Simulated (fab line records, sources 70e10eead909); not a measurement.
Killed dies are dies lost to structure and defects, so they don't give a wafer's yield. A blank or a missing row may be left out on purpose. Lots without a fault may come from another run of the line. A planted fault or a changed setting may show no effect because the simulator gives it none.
Which tool did it? | flow nand_harc | 10 lots, 30 wafers sampled, at 6 steps of a route of 1302

WHAT THE GAUGES READ, wafer by wafer
NHARC_A_CHANNEL_HOLE_D1_INSPECT_40. Usual: raw_defect_count 76, standard deviation 29.
lot  | measured     | on                | raw_defect_count | flag
L681 | day 8 19:58  | defect_inspect-01 | 52 53 45         |
L685 | day 10 09:22 | defect_inspect-02 | 54 27 34         |
L686 | day 10 19:36 | defect_inspect-01 | 93 94 109        |
L689 | day 12 05:13 | defect_inspect-02 | 110 124 125      |
L690 | day 12 13:10 | defect_inspect-02 | 27 45 28         |
L692 | day 13 02:44 | defect_inspect-02 | 49 58 45         |
L695 | day 14 21:40 | defect_inspect-02 | 488 89 105       | OFF
L698 | day 16 02:01 | defect_inspect-02 | 58 89 68         |
L704 | day 18 08:58 | defect_inspect-02 | 34 31 30         |
L703 | day 18 09:50 | defect_inspect-01 | 71 66 90         |

NHARC_END_SORT_01. Usual: killed_at_array 52, standard deviation 19; killed_at_other 0.8, standard deviation 1; killed_at_periphery 3.7, standard deviation 2.5; killed_dies 56, standard deviation 19; killed_open 3.5, standard deviation 2; killed_short 2.2, standard deviation 1.4.
lot  | measured     | on        | killed_at_array | killed_at_other | killed_at_periphery | killed_dies | killed_open | killed_short | flag
L695 | day 30 09:26 | prober-01 | 114 25 36       | 0 0 0           | 4 2 3               | 118 27 39   | 6 1 5       | 3 3 2        |

WHICH TOOL RAN EACH LOT (tool, then ch and the chambers of the sampled wafers, then the start)
lot  | NHARC_A_CHANNEL_HOLE_D1_ETCH_39               | NHARC_A_CHANNEL_HOLE_D1_ETCH_26  | NHARC_A_CHANNEL_HOLE_D1_ETCH_44    | NHARC_A_CHANNEL_FILL_D1_ETCHBACK_19
L681 | rie_diel-05 ch 0,1,3, day 8 18:05 or earlier  | har_etch-01 ch 0,1, day 8 18:05  | rie_diel-05 ch 0,1, day 8 18:59    | rie_si-04 ch 1,2,3, day 10 00:04
L685 | rie_diel-05 ch 0,2, day 10 07:28 or earlier   | har_etch-01 ch 0,1, day 10 07:28 | rie_diel-06 ch 1,2,3, day 10 08:23 | rie_si-05 ch 0,3, day 11 09:55
L686 | rie_diel-05 ch 0,1,2, day 10 17:38 or earlier | har_etch-02 ch 0,1, day 10 17:38 | rie_diel-06 ch 0,2,3, day 10 18:38 | rie_si-02 ch 0,2,3, day 11 21:44
L689 | rie_diel-06 ch 2,3, day 12 03:19 or earlier   | har_etch-02 ch 0,1, day 12 03:19 | rie_diel-05 ch 0,3, day 12 04:14   | rie_si-02 ch 0,3, day 13 05:58
L690 | rie_diel-01 ch 0,1,2, day 12 11:14 or earlier | har_etch-01 ch 0,1, day 12 11:14 | rie_diel-05 ch 0,1, day 12 12:11   | rie_si-04 ch 0,1,2, day 13 13:56
L692 | rie_diel-05 ch 1,2,3, day 13 00:49 or earlier | har_etch-01 ch 0,1, day 13 00:49 | rie_diel-05 ch 1,2,3, day 13 01:46 | rie_si-04 ch 0,2,3, day 14 06:31
L695 | rie_diel-05 ch 1,2, day 14 19:47 or earlier   | har_etch-02 ch 1, day 14 19:47   | rie_diel-05 ch 1,2,3, day 14 20:42 | rie_si-04 ch 0,1,2, day 16 00:04
L698 | rie_diel-05 ch 0,2,3, day 16 00:06 or earlier | har_etch-01 ch 0,1, day 16 00:06 | rie_diel-01 ch 0,1,2, day 16 01:00 | rie_si-05 ch 2,3, day 17 02:58
L704 | rie_diel-01 ch 0,1,2, day 18 07:00 or earlier | har_etch-02 ch 0,1, day 18 07:00 | rie_diel-06 ch 0,2, day 18 07:57   | rie_si-05 ch 1,2, day 19 09:14
L703 | rie_diel-06 ch 0,2,3, day 18 07:56 or earlier | har_etch-01 ch 0,1, day 18 07:56 | rie_diel-01 ch 0,1,3, day 18 08:52 | rie_si-04 ch 0,1,2, day 19 09:16
- NHARC_A_CHANNEL_HOLE_D1_ETCH_39: etches the open film in N2/H2, target depth 260 nm, time 325 s.
- NHARC_A_CHANNEL_HOLE_D1_ETCH_26: etches the open film in C4F8/O2/Ar, time 224.1 s, target depth 300 nm.
- NHARC_A_CHANNEL_HOLE_D1_ETCH_44: etches the open film in CF4/O2, target depth 140 nm, overetch 14 nm, time 77 s.
- NHARC_A_CHANNEL_FILL_D1_ETCHBACK_19: etches the open film in HBr/Cl2, target depth 5 nm, time 1.7 s.

WHAT THE TOOLS THEMSELVES READ (means of the sampled wafers that have a number; where no wafer has one, the mark that the record gives instead)
NHARC_A_CHANNEL_HOLE_D1_ETCH_39. Usual: drypump_motor_current_A 5.6 A, standard deviation 0.39; oes_product_au 1.002 a.u., standard deviation 0.0071; rf_vpp_V 430.2 V, standard deviation 3; showerhead_plenum_p_Torr 2.03 Torr, standard deviation 0.1; throttle_valve_pct 14.173 %, standard deviation 0.0081.
lot  | tool        | drypump_motor_current_A (A) | oes_product_au (a.u.) | rf_vpp_V (V) | showerhead_plenum_p_Torr (Torr) | throttle_valve_pct (%) | flag
L681 | rie_diel-05 | 5.3                         | 0.999                 | 431.1        | 2.03                            | 14.172                 |
L685 | rie_diel-05 | 5.5                         | 1.007                 | 431.4        | 2.11                            | 14.169                 |
L686 | rie_diel-05 | 5.3                         | 1.000                 | 431.0        | 2.04                            | 14.173                 |
L689 | rie_diel-06 | 6.0                         | 0.999                 | 432.4        | 2.10                            | 14.168                 |
L690 | rie_diel-01 | 5.5                         | 0.997                 | 431.9        | 2.10                            | 14.165                 |
L692 | rie_diel-05 | 5.6                         | 1.002                 | 428.8        | 1.99                            | 14.173                 |
L695 | rie_diel-05 | 5.4                         | 1.006                 | 427.3        | 1.94                            | 14.178                 |
L698 | rie_diel-05 | 5.5                         | 1.000                 | 431.9        | 2.09                            | 14.177                 |
L704 | rie_diel-01 | 5.5                         | 1.004                 | 432.0        | 2.08                            | 14.162                 |
L703 | rie_diel-06 | 5.7                         | 1.001                 | 428.9        | 2.00                            | 14.175                 |

NHARC_A_CHANNEL_HOLE_D1_ETCH_26. Usual: bias_v 299.8 V, standard deviation 2.5; drypump_motor_current_A 5.4 A, standard deviation 0.37; showerhead_plenum_p_Torr 3.69 Torr, standard deviation 0.078; temp_c -19.97 C, standard deviation 0.1; throttle_valve_pct 24.585 %, standard deviation 0.009.
lot  | tool        | bias_v (V) | drypump_motor_current_A (A) | showerhead_plenum_p_Torr (Torr) | temp_c (C) | throttle_valve_pct (%) | flag
L681 | har_etch-01 | 300.6      | 5.2                         | 3.72                            | -20.07     | 24.587                 |
L685 | har_etch-01 | 299.8      | 5.5                         | 3.66                            | -19.85     | 24.586                 |
L686 | har_etch-02 | 298.8      | 5.6                         | 3.73                            | -19.94     | 24.585                 |
L689 | har_etch-02 | 298.4      | 5.4                         | 3.76                            | -20.08     | 24.578                 |
L690 | har_etch-01 | 298.6      | 5.5                         | 3.64                            | -20.01     | 24.587                 |
L692 | har_etch-01 | 303.4      | 5.2                         | 3.69                            | -19.98     | 24.580                 |
L695 | har_etch-02 | 299.2      | 5.3                         | 3.78                            | -19.88     | 24.591                 |
L698 | har_etch-01 | 302.8      | 5.5                         | 3.61                            | -20.04     | 24.584                 |
L704 | har_etch-02 | 301.7      | 5.6                         | 3.68                            | -19.89     | 24.574                 |
L703 | har_etch-01 | 300.7      | 5.2                         | 3.64                            | -19.91     | 24.585                 |

NHARC_A_CHANNEL_HOLE_D1_ETCH_44. Usual: drypump_motor_current_A 5.5 A, standard deviation 0.39; oes_ar_750_au 1.000 a.u., standard deviation 0.0045; oes_product_au 1.000 a.u., standard deviation 0.0076; rf_vpp_V 197.6 V, standard deviation 1.6; showerhead_plenum_p_Torr 1.33 Torr, standard deviation 0.063; throttle_valve_pct 13.397 %, standard deviation 0.0089.
lot  | tool        | drypump_motor_current_A (A) | oes_ar_750_au (a.u.) | oes_product_au (a.u.) | rf_vpp_V (V) | showerhead_plenum_p_Torr (Torr) | throttle_valve_pct (%) | flag
L681 | rie_diel-05 | 5.0                         | 0.998                | 1.004                 | 198.0        | 1.36                            | 13.396                 |
L685 | rie_diel-06 | 6.0                         | 1.001                | 1.000                 | 197.6        | 1.33                            | 13.394                 |
L686 | rie_diel-06 | 5.6                         | 1.002                | 0.995                 | 197.5        | 1.32                            | 13.399                 |
L689 | rie_diel-05 | 5.2                         | 1.003                | 0.997                 | 197.9        | 1.39                            | 13.399                 |
L690 | rie_diel-05 | 5.1                         | 1.002                | 0.995                 | 196.6        | 1.30                            | 13.398                 |
L692 | rie_diel-05 | 5.5                         | 1.001                | 0.990                 | 197.9        | 1.30                            | 13.399                 |
L695 | rie_diel-05 | 5.5                         | 1.002                | 1.001                 | 196.5        | 1.30                            | 13.402                 |
L698 | rie_diel-01 | 5.5                         | 1.003                | 0.992                 | 197.9        | 1.36                            | 13.398                 |
L704 | rie_diel-06 | 5.8                         | 1.000                | 1.001                 | 198.2        | 1.36                            | 13.401                 |
L703 | rie_diel-01 | 5.6                         | 1.000                | 1.004                 | 197.0        | 1.30                            | 13.406                 |

NHARC_A_CHANNEL_FILL_D1_ETCHBACK_19. Usual: drypump_motor_current_A 5.8 A, standard deviation 0.36; oes_product_au 1.002 a.u., standard deviation 0.0078; throttle_valve_pct 26.406 %, standard deviation 0.0091.
lot  | tool      | drypump_motor_current_A (A) | oes_product_au (a.u.) | throttle_valve_pct (%) | flag
L681 | rie_si-04 | 5.7                         | 1.009                 | 26.403                 |
L685 | rie_si-05 | 5.8                         | 1.002                 | 26.408                 |
L686 | rie_si-02 | 6.1                         | 1.000                 | 26.406                 |
L689 | rie_si-02 | 6.2                         | 1.001                 | 26.407                 |
L690 | rie_si-04 | 5.8                         | 1.004                 | 26.400                 |
L692 | rie_si-04 | 5.8                         | 0.999                 | 26.411                 |
L695 | rie_si-04 | 5.8                         | 1.000                 | 26.407                 |
L698 | rie_si-05 | 5.6                         | 1.013                 | 26.411                 |
L704 | rie_si-05 | 5.7                         | 1.002                 | 26.398                 |
L703 | rie_si-04 | 5.8                         | 1.001                 | 26.401                 |

THE ANSWER, worked out from the rows above alone
Rule: a lot is off if the mean of its wafers that have a number lies more than 3 standard deviations from the usual mean. A lot without any number at a reading at which 4 lots or more have one is off too. The other lots that the step has rows for count as sound. The gauges are gone through in route order, then the tools' own readings, and for those a lot's mean is taken as printed above. The first step at which some lot is off is used, and at that step the reading that is off furthest; a lot without a number counts as furthest.
Off: L695, at NHARC_A_CHANNEL_HOLE_D1_INSPECT_40 (raw_defect_count).
A tool fits if, at a process step before that reading, it ran every lot that is off, and no sound lot after the first of them. The gauges at NHARC_A_CHANNEL_HOLE_D1_INSPECT_40 are tried like those tools. NHARC_A_CHANNEL_HOLE_D1_ETCH_39 gives no start for some lots, so the hours and the order of its lots are those of NHARC_A_CHANNEL_HOLE_D1_ETCH_26. One fits: rie_diel-05 at NHARC_A_CHANNEL_HOLE_D1_ETCH_44. Its last sound lot is L692 (day 13 01:46), its first lot that is off L695 (day 14 20:42): a fault that began between those two fits.

WHAT THE SIMULATOR HAD PUT IN
Chamber particle source: rie_diel-05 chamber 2, from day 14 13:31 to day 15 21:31, at NHARC_A_CHANNEL_HOLE_D1_ETCH_44. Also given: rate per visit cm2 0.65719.
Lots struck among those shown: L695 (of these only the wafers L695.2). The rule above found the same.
